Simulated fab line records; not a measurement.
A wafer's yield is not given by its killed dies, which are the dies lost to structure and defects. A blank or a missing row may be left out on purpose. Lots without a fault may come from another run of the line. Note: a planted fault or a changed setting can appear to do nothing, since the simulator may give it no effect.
What tool caused it? ; flow n5 finfet ; 24 lots, 72 wafers sampled, at 5 steps of a route of 1938

WHAT THE GAUGES SHOWED, per wafer
N5_BEOL_M9_THK_MEAS_01. Usual: M9_ILD_THK gives 266 nm (standard deviation 3.2).
lot;measured;on;M9_ILD_THK (nm);flag
L074;day 9 09:23;film metro-01;264 263 267;
L075;day 9 16:47;film metro-01;265 265 268;
L076;day 10 13:40;film metro-02;269 272 270;
L080;day 11 05:05;film metro-01;261 267 264;
L078;day 11 07:10;film metro-02;263 268 268;
L077;day 11 07:35;film metro-01;268 270 270;
L079;day 11 08:37;film metro-02;264 269 266;
L082;day 11 09:37;film metro-02;261 263 268;
L083;day 11 11:01;film metro-01;268 271 267;
L081;day 11 18:23;film metro-01;262 271 265;
L084;day 12 14:17;film metro-02;270 265 269;
L085;day 12 19:00;film metro-01;263 267 268;
L086;day 13 06:02;film metro-01;265 270 270;
L088;day 13 08:11;film metro-02;266 264 270;
L087;day 13 13:25;film metro-02;265 270 268;
L089;day 14 00:52;film metro-01;265 265 269;
L090;day 14 04:25;film metro-01;260 262 267;
L091;day 14 09:10;film metro-02;262 264 265;
L092;day 14 09:23;film metro-02;267 266 273;
L093;day 14 17:02;film metro-01;264 263 270;
L094;day 15 00:22;film metro-01;263 263 266;
L095;day 15 05:41;film metro-01;266 267 270;
L096;day 15 20:23;film metro-01;260 267 266;
L097;day 16 01:32;film metro-01;264 266 268;

N5_BEOL_M9_OVL_MEAS_12. Usual: M9_OVL gives -0.1 nm (standard deviation 0.85).
lot;measured;on;M9_OVL (nm);flag
L074;day 9 12:33;overlay-02;-1.1 -1.2 -1.4;
L075;day 9 18:07;overlay-01;-0.9 0.2 -0.6;
L076;day 10 14:32;overlay-02;-0.2 -0.6 -1.4;
L080;day 11 06:23;overlay-02;-0.5 -1.0 -0.1;
L078;day 11 08:44;overlay-01;0.0 -0.9 -0.3;
L077;day 11 09:02;overlay-02;-0.7 -0.9 -1.1;
L079;day 11 09:14;overlay-02;1.7 0.8 0.3;
L082;day 11 12:35;overlay-01;-0.7 -0.9 -0.5;
L083;day 11 12:59;overlay-01;1.9 -0.2 1.0;
L081;day 11 21:04;overlay-01;0.2 0.8 1.4;
L084;day 12 16:26;overlay-02;-0.2 0.2 0.2;
L085;day 12 21:10;overlay-01;1.1 -0.1 0.3;
L086;day 13 07:22;overlay-01;-0.2 0.7 0.4;
L088;day 13 10:50;overlay-01;-0.8 -0.2 -1.0;
L087;day 13 14:07;overlay-02;1.7 0.3 1.1;
L089;day 14 02:19;overlay-02;-0.5 -0.3 0.7;
L090;day 14 06:10;overlay-02;-0.6 0.9 0.3;
L091;day 14 10:43;overlay-02;1.7 0.2 1.1;
L092;day 14 10:51;overlay-02;0.3 -1.8 -0.5;
L093;day 14 18:23;overlay-01;-0.5 -1.2 -0.2;
L094;day 15 01:01;overlay-02;-0.8 -1.1 -0.5;
L095;day 15 06:17;overlay-01;0.6 -0.3 -1.1;
L096;day 16 00:01;overlay-02;1.3 1.0 1.8;
L097;day 16 03:46;overlay-01;0.2 -0.8 -1.1;

N5_BEOL_M10_OCD_MEAS_38. Usual: trench depth nm 149.0 nm, standard deviation 2.2.
lot;measured;on;trench depth nm (nm);flag
L074;day 9 23:17;ocd-02;148.6 148.0 145.6;
L075;day 10 09:16;ocd-01;151.2 150.7 149.7;
L076;day 11 01:40;ocd-01;148.8 153.0 149.2;
L080;day 11 14:32;ocd-02;149.1 147.7 148.0;
L078;day 11 21:10;ocd-01;148.7 149.7 149.2;
L077;day 11 20:31;ocd-02;148.1 152.0 147.5;
L079;day 11 20:46;ocd-01;149.7 146.4 152.0;
L082;day 12 01:58;ocd-02;148.6 146.7 148.6;
L083;day 12 01:29;ocd-02;149.0 146.9 147.6;
L081;day 12 09:07;ocd-01;150.7 147.6 152.0;
L084;day 13 04:16;ocd-02;149.7 154.3 148.8;
L085;day 13 11:09;ocd-01;148.1 150.1 150.0;
L086;day 13 17:27;ocd-01;150.2 149.4 148.2;
L088;day 13 21:08;ocd-02;151.4 148.7 149.9;
L087;day 14 00:34;ocd-01;150.2 148.6 150.7;
L089;day 14 15:13;ocd-02;155.1 149.9 145.5;
L090;day 14 18:47;ocd-01;145.9 149.6 148.0;
L091;day 14 20:53;ocd-01;145.2 153.8 149.8;
L092;day 14 21:21;ocd-02;152.5 149.5 149.4;
L093;day 15 05:25;ocd-01;149.4 149.5 149.8;
L094;day 15 18:59;ocd-01;147.2 146.9 146.9;
L095;day 15 19:33;ocd-01;150.6 145.7 145.9;
L096;day 16 10:25;ocd-02;146.4 148.4 151.6;
L097;day 16 13:08;ocd-02;150.3 146.6 150.1;

TOOL THAT RAN EACH LOT (tool first, then ch and the chambers of the sampled wafers, then the start)
lot;N5_BEOL_M8_CMP_52;N5_BEOL_M10_STRIP_77
L074;cmp-02 ch 0,2,3, day 9 08:19;rie diel-03 ch 0,1, day 9 23:17 or earlier
L075;cmp-01 ch 0,3, day 9 15:42;rie diel-03 ch 0,2,3, day 10 09:16 or earlier
L076;cmp-02 ch 0,2, day 10 12:33;rie diel-04 ch 1,3, day 11 01:40 or earlier
L080;cmp-01 ch 0,1,2, day 11 03:58;rie diel-04 ch 0,3, day 11 14:32 or earlier
L078;cmp-02 ch 0,2,3, day 11 06:07;rie diel-03 ch 1,3, day 11 21:10 or earlier
L077;cmp-01 ch 1,2,3, day 11 06:32;rie diel-02 ch 0,3, day 11 20:31 or earlier
L079;cmp-01 ch 1,2,3, day 11 07:32;rie diel-04 ch 0,1,2, day 11 20:46 or earlier
L082;cmp-04 ch 0,2,3, day 11 08:37;rie diel-02 ch 0,3, day 12 01:58 or earlier
L083;cmp-04 ch 0,1,3, day 11 10:01;rie diel-03 ch 1,2,3, day 12 01:29 or earlier
L081;cmp-01 ch 0,1,2, day 11 17:25;rie diel-02 ch 1,3, day 12 09:07 or earlier
L084;cmp-02 ch 1,2,3, day 12 13:12;rie diel-04 ch 0,1,3, day 13 04:16 or earlier
L085;cmp-04 ch 1,3, day 12 17:58;rie diel-02 ch 1,2, day 13 11:09 or earlier
L086;cmp-01 ch 0,2,3, day 13 04:58;rie diel-02 ch 1,2,3, day 13 17:27 or earlier
L088;cmp-02 ch 1,2,3, day 13 07:05;rie diel-02 ch 1,2,3, day 13 21:08 or earlier
L087;cmp-04 ch 0,2, day 13 12:23;rie diel-03 ch 2,3, day 14 00:34 or earlier
L089;cmp-02 ch 1,2,3, day 13 23:50;rie diel-04 ch 1,2,3, day 14 15:13 or earlier
L090;cmp-01 ch 0,1,2, day 14 03:24;rie diel-03 ch 0,1, day 14 18:47 or earlier
L091;cmp-01 ch 0,1,3, day 14 08:04;rie diel-04 ch 0,1,2, day 14 20:53 or earlier
L092;cmp-02 ch 0,1,2, day 14 08:19;rie diel-03 ch 0,1,2, day 14 21:21 or earlier
L093;cmp-04 ch 0,3, day 14 15:55;rie diel-03 ch 2,3, day 15 05:25 or earlier
L094;cmp-04 ch 0,1,3, day 14 23:15;rie diel-03 ch 1,2,3, day 15 18:59 or earlier
L095;cmp-04 ch 1,2,3, day 15 04:07;rie diel-02 ch 0,1,3, day 15 19:33 or earlier
L096;cmp-02 ch 2,3, day 15 18:49;rie diel-04 ch 0,1,3, day 16 10:25 or earlier
L097;cmp-02 ch 0,2, day 16 00:29;rie diel-04 ch 0,2,3, day 16 13:08 or earlier
- N5_BEOL_M8_CMP_52: polishes, stops on SiCOH lowk, t overpolish 6.9 s, target thk 80 nm.
- N5_BEOL_M10_STRIP_77: strips in N2/H2, time 10 s.

AS READ BY THE TOOLS THEMSELVES (means over the sampled wafers that have a number; for cases with no such wafer, the mark the record gives instead)
N5_BEOL_M8_CMP_52. Usual: barrier field endpoint s 29.3 s, standard deviation 0.69; clearing platen down force psi 1.5003 psi, standard deviation 0.0028; edge zone pressure frac 1.000, standard deviation 0.0052; motor current A 5.8 A, standard deviation 0.52; overpolish run s 6.899 s, standard deviation 0.0083; time to endpoint s 63.6 s, standard deviation 3.
lot;tool;barrier field endpoint s (s);clearing platen down force psi (psi);edge zone pressure frac;motor current A (A);overpolish run s (s);time to endpoint s (s);flag
L074;cmp-02;29.9;1.5017;0.999;6.0;6.897;63.8;
L075;cmp-01;29.1;1.4999;1.003;5.0;6.896;59.8;
L076;cmp-02;29.9;1.5015;1.005;6.7;6.897;69.6;
L080;cmp-01;29.3;1.5003;1.004;5.6;6.899;63.4;
L078;cmp-02;29.5;1.4989;1.001;6.1;6.901;65.0;
L077;cmp-01;29.9;1.5006;1.005;5.4;6.904;65.7;
L079;cmp-01;29.7;1.5003;1.002;5.4;6.898;63.7;
L082;cmp-04;29.1;1.4991;1.005;5.8;6.894;64.4;
L083;cmp-04;29.5;1.5004;0.998;5.6;6.892;62.6;
L081;cmp-01;30.2;1.4988;1.004;5.8;6.897;65.8;
L084;cmp-02;29.5;1.5000;0.997;5.9;6.905;63.4;
L085;cmp-04;29.0;1.5000;0.993;5.3;6.893;62.5;
L086;cmp-01;29.2;1.4991;1.000;5.3;6.898;64.4;
L088;cmp-02;28.9;1.5019;0.999;5.9;6.900;60.9;
L087;cmp-04;29.6;1.5003;0.997;6.2;6.907;63.2;
L089;cmp-02;29.7;1.4992;0.998;5.9;6.904;64.7;
L090;cmp-01;29.2;1.4992;0.994;5.5;6.900;63.5;
L091;cmp-01;29.2;1.5000;0.998;5.3;6.907;61.2;
L092;cmp-02;29.8;1.5034;0.999;6.2;6.900;68.0;
L093;cmp-04;28.5;1.5020;0.996;5.8;6.901;62.7;
L094;cmp-04;29.5;1.5019;1.005;5.7;6.906;63.5;
L095;cmp-04;28.0;1.5003;1.003;5.6;6.898;58.9;
L096;cmp-02;28.6;1.4964;1.002;5.6;6.901;62.1;
L097;cmp-02;29.0;1.4998;0.998;6.5;6.905;64.3;

N5_BEOL_M10_STRIP_77. Usual: chamber pressure mTorr 20.001 mTorr, standard deviation 0.018; drypump motor current A 5.8 A, standard deviation 0.48; oes product au 0.82 a.u., standard deviation 0.09; rf vpp V 59.3 V, standard deviation 0.85; showerhead plenum p Torr 2.58 Torr, standard deviation 0.089; throttle valve pct 23.51 %, standard deviation 0.26.
lot;tool;chamber pressure mTorr (mTorr);drypump motor current A (A);oes product au (a.u.);rf vpp V (V);showerhead plenum p Torr (Torr);throttle valve pct (%);flag
L074;rie diel-03;19.994;5.4;0.78;59.6;2.56;23.56;
L075;rie diel-03;20.000;5.6;0.81;59.4;2.58;23.56;
L076;rie diel-04;20.002;6.4;0.88;59.5;2.54;23.46;
L080;rie diel-04;19.988;6.6;0.87;59.3;2.67;23.70;
L078;rie diel-03;20.005;5.4;0.84;59.3;2.61;23.36;
L077;rie diel-02;19.999;5.4;0.70;59.0;2.42;23.45;
L079;rie diel-04;19.994;6.2;0.93;59.4;2.64;23.40;
L082;rie diel-02;20.012;5.5;0.70;58.6;2.47;23.57;
L083;rie diel-03;20.018;5.5;0.82;59.2;2.59;23.36;
L081;rie diel-02;19.999;5.8;0.70;58.7;2.54;23.71;
L084;rie diel-04;20.006;6.5;0.86;59.9;2.58;23.51;
L085;rie diel-02;20.005;5.5;0.96;59.1;2.62;23.85;
L086;rie diel-02;20.013;5.8;0.86;59.9;2.58;23.73;
L088;rie diel-02;20.003;5.7;0.86;59.2;2.57;23.73;
L087;rie diel-03;19.992;5.6;0.84;58.8;2.63;23.39;
L089;rie diel-04;20.013;6.1;0.87;59.1;2.58;23.39;
L090;rie diel-03;20.012;5.4;0.76;58.6;2.54;23.60;
L091;rie diel-04;19.990;6.2;0.88;59.6;2.63;23.43;
L092;rie diel-03;20.003;5.4;0.75;58.8;2.53;23.61;
L093;rie diel-03;19.997;5.5;0.79;59.0;2.57;23.38;
L094;rie diel-03;19.999;5.5;0.78;59.5;2.58;23.39;
L095;rie diel-02;19.997;5.7;0.84;60.2;2.60;23.39;
L096;rie diel-04;19.999;6.5;0.83;59.8;2.58;23.54;
L097;rie diel-04;20.001;6.2;0.83;59.4;2.65;23.59;

THE ANSWER, worked out from the rows above alone
Rule: lot off if the mean of its wafers having a number is beyond 3 standard deviations from the usual mean. Also off: a lot with no number at a reading for which 4 or more lots have one. All remaining lots with rows at the step are treated as sound. After the gauges, taken in route order, come the tools' own readings; for these a lot's mean is taken, as printed above. At the first step where some lot is off, the reading lying furthest off is the one used; lots without a number count as furthest.
Nothing can be told from this: no lot is off at any reading shown.

WHAT HAD BEEN PUT IN BY THE SIMULATOR
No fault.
